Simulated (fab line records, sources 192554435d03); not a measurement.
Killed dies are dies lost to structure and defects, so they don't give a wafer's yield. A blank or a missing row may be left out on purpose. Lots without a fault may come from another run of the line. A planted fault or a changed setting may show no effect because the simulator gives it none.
Chamber matching | flow n5_finfet | N5_BEOL_M11_DESCUM_16 on rie_diel-05: 4 sister chambers
The step chemistry O2, time 7.9 s. 4 wafers are shown with their chamber, then 7 later ones without.

WAFERS WITH THEIR CHAMBER
wafer  | chamber | throttle_valve_pct (%)
L086.4 | 1       | 19.86
L089.5 | 3       | 20.80
L093.1 | 0       | 20.51
L093.2 | 2       | 20.66

WAFERS WITHOUT THEIR CHAMBER
wafer  | throttle_valve_pct (%)
L093.4 | 19.86
L094.3 | 20.80
L094.5 | 19.88
L094.6 | 20.66
L095.1 | 20.66
L095.2 | 20.81
L095.3 | 20.52

WHICH CHAMBER EACH WENT THROUGH
wafer  | from the rows above | in truth
L093.4 | 1                   | 1
L094.3 | 3                   | 3
L094.5 | 1                   | 1
L094.6 | 2                   | 2
L095.1 | 2                   | 2
L095.2 | 3                   | 3
L095.3 | 0                   | 0
Placed correctly: 7 of 7. Can't be placed from these rows: 0. Placed wrongly: 0.
How it was worked out, from the rows above alone: a wafer's distance from a chamber is the root of the sum, over the readings, of the square of ((its reading less the chamber's mean) divided by the reading's scatter). The wafer belongs to the nearest chamber; if the next one is less than 2 further off, it can't be placed. A chamber's mean is the mean of its shown wafers. The scatter: with one shown wafer a chamber, the root of the mean of the squares of how far each hidden wafer lies from its nearest shown one.
